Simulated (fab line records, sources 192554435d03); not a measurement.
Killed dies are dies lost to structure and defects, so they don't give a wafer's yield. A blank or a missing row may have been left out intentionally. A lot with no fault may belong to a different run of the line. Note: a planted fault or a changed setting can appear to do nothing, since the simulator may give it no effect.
Which tool did it?	flow n5Finfet	11 lots with 31 wafers sampled at 4 steps, on a route of 1938 steps

WHAT EACH GAUGE READ, for each wafer
The record holds no reading of a measuring or inspecting step that can be judged against a usual standard deviation.

TOOL THAT RAN EACH LOT (tool first, then ch and the chambers of the sampled wafers, then the start)
lot	N5_BEOL_M8_CVD_78	N5_BEOL_M8_SPUTTER_48	N5_BEOL_M8_CMP_52	N5_BEOL_M9_PECVD_70
L943	cvdCo-02 ch 0,1,2, day 9 19:35	pvdSputter-01, day 9 19:42	cmp-01 ch 0,2, day 9 23:22	pecvd-03 ch 0,1, day 10 00:29
L942	cvdCo-02 ch 0,2, day 9 19:43	pvdSputter-03, day 9 19:55	cmp-03 ch 0,2, day 9 23:53	pecvd-03 ch 0,1, day 10 01:02
L944	cvdCo-02 ch 1,2, day 10 07:57	pvdSputter-01, day 10 08:05	cmp-01 ch 0,1,3, day 10 11:16	pecvd-04 ch 0,1, day 10 12:25
L945	cvdCo-02 ch 0,2, day 10 14:56	pvdSputter-02, day 10 15:04	cmp-03 ch 0,1, day 10 18:58	pecvd-04 ch 0,1, day 10 20:06
L946	cvdCo-02 ch 0,1, day 10 18:50	pvdSputter-01, day 10 19:07	cmp-04 ch 2,3, day 10 23:39	pecvd-03 ch 0, day 11 00:47
L948	cvdCo-02 ch 1,2, day 11 07:59	pvdSputter-01, day 11 08:10	cmp-01 ch 0,1,3, day 11 08:41	pecvd-01 ch 1,2, day 11 09:47
L949	cvdCo-01 ch 0,1, day 11 18:47	pvdSputter-02, day 11 18:56	cmp-01 ch 0,3, day 11 19:27	pecvd-01 ch 0,1, day 11 20:34
L952	cvdCo-01 ch 0,2, day 12 14:30	pvdSputter-02, day 12 14:37	cmp-03 ch 0,2,3, day 12 15:10	pecvd-03 ch 0,1,2, day 12 16:14
L956	cvdCo-02 ch 1,2, day 13 09:25	pvdSputter-03, day 13 09:34	cmp-03 ch 2,3, day 13 10:27	pecvd-03 ch 0,1, day 13 11:29
L957	cvdCo-02 ch 0,1,2, day 13 10:39	pvdSputter-02, day 13 12:22	cmp-03 ch 0,1,2, day 13 13:08	pecvd-01 ch 0,1,2, day 13 14:11
L959	cvdCo-02 ch 0, day 13 19:32	pvdSputter-02, day 13 19:48	cmp-01 ch 0,1, day 13 21:23	pecvd-04 ch 0,1, day 13 22:23
- N5_BEOL_M8_CVD_78: deposits Co from CCTBA/H2, target thk 2 nm, time 142.3 s.
- N5_BEOL_M8_SPUTTER_48: material Cu, target thk 10 nm, time 1.667 s.
- N5_BEOL_M8_CMP_52: polishes, stops on SiCOH lowk, t overpolish 6.9 s, target thk 80 nm.
- N5_BEOL_M9_PECVD_70: deposits SiO2 from TEOS/O2, target thk 20 nm, time 22.7 s.

WHAT THE TOOLS THEMSELVES READ (means of the sampled wafers that have a number; where no wafer has one, the mark that the record gives instead)
N5_BEOL_M8_CVD_78.
lot	tool	runLengthS (s)
L943	cvdCo-02	165.4
L942	cvdCo-02	165.7
L944	cvdCo-02	165.0
L945	cvdCo-02	165.5
L946	cvdCo-02	164.6
L948	cvdCo-02	164.4
L949	cvdCo-01	165.7
L952	cvdCo-01	165.7
L956	cvdCo-02	134.7
L957	cvdCo-02	125.4
L959	cvdCo-02	135.6

N5_BEOL_M8_SPUTTER_48.
lot	tool	cathodeDcPowerW (W)	chuckGasFlowSccm (sccm)	throttleValvePct (%)
L943	pvdSputter-01	26001	1.24	29.9
L942	pvdSputter-03	25999	1.23	30.2
L944	pvdSputter-01	26001	1.29	30.0
L945	pvdSputter-02	26000	1.28	29.7
L946	pvdSputter-01	25999	1.29	30.0
L948	pvdSputter-01	25999	1.28	31.1
L949	pvdSputter-02	25997	1.26	30.6
L952	pvdSputter-02	26005	1.31	30.6
L956	pvdSputter-03	25998	1.33	29.3
L957	pvdSputter-02	26003	1.24	29.6
L959	pvdSputter-02	26002	1.30	30.3

N5_BEOL_M8_CMP_52.
lot	tool	barrierFieldEndpointS (s)	motorCurrentA (A)	overpolishRunS (s)	slurryFilterDpKPa (kPa)	slurryFlowMlMin	timeToEndpointS (s)
L943	cmp-01	28.5	5.7	6.903	13.54	149.6	61.6
L942	cmp-03	28.9	6.0	6.903	13.40	150.4	62.8
L944	cmp-01	28.6	5.9	6.895	13.66	150.0	59.9
L945	cmp-03	28.0	6.3	6.898	13.58	149.8	62.7
L946	cmp-04	28.2	6.5	6.903	13.61	150.5	64.6
L948	cmp-01	28.8	5.5	6.890	13.52	150.4	62.4
L949	cmp-01	29.2	5.7	6.907	13.51	150.0	62.7
L952	cmp-03	29.5	6.4	6.898	13.46	150.2	64.0
L956	cmp-03	29.1	6.7	6.902	13.46	150.2	61.8
L957	cmp-03	29.4	6.3	6.899	13.60	150.2	61.6
L959	cmp-01	28.8	5.7	6.900	13.66	150.2	60.7

N5_BEOL_M9_PECVD_70.
lot	tool	heaterPowerW (W)	showerheadPlenumPTorr (Torr)	throttleValvePct (%)
L943	pecvd-03	610	8.86	22.0
L942	pecvd-03	745	8.87	23.4
L944	pecvd-04	711	8.81	22.6
L945	pecvd-04	678	8.80	21.6
L946	pecvd-03	717	8.88	24.4
L948	pecvd-01	775	8.71	21.3
L949	pecvd-01	721	8.69	21.2
L952	pecvd-03	630	8.83	22.4
L956	pecvd-03	740	8.88	22.8
L957	pecvd-01	746	8.70	20.9
L959	pecvd-04	696	8.81	22.4

THE ANSWER, worked out from the rows above alone
Rule: the usual values come from the lots themselves. The widest of any qualifying gaps counts: lots, ordered by their means at a reading, are off when they make up no more than a third of the lots, leave a main group of 4 or more, and stand apart from it by 3 or more times the standard deviation of that group's means. Not used: any main group whose means are identical at the precision the tables above print for the reading. Also off: a lot with no number at a reading for which 4 or more lots have one. The other lots that the step has rows for count as sound. The gauges are gone through in route order, then the tools' own readings, and for those a lot's mean is taken as printed above. At the first step where some lot is off, the reading lying furthest off is the one used; lots without a number count as furthest.
Off: L956, L957, L959, at N5_BEOL_M8_CVD_78 (runLengthS). For the main group the mean is 165.2 s and the standard deviation 0.49.
A tool fits if, at that step or a process step before it, it ran every lot that is off, and no sound lot after the first of them. One candidate fits, namely cvdCo-02 at N5_BEOL_M8_CVD_78. Its last sound lot is L948 (day 11 07:59), its first lot that is off L956 (day 13 09:25): a fault that began between those two fits.
The tool's own readings at N5_BEOL_M8_CVD_78 bear it out: on the lots that are off they differ by more than 5 times the standard deviation of the sound lots' means. runLengthS reads 131.9 s there against 165.2 s on the sound lots.

WHAT THE SIMULATOR HAD INSERTED
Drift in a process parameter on cvdCo-02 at N5_BEOL_M8_CVD_78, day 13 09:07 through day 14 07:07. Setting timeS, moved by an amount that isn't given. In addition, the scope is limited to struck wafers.
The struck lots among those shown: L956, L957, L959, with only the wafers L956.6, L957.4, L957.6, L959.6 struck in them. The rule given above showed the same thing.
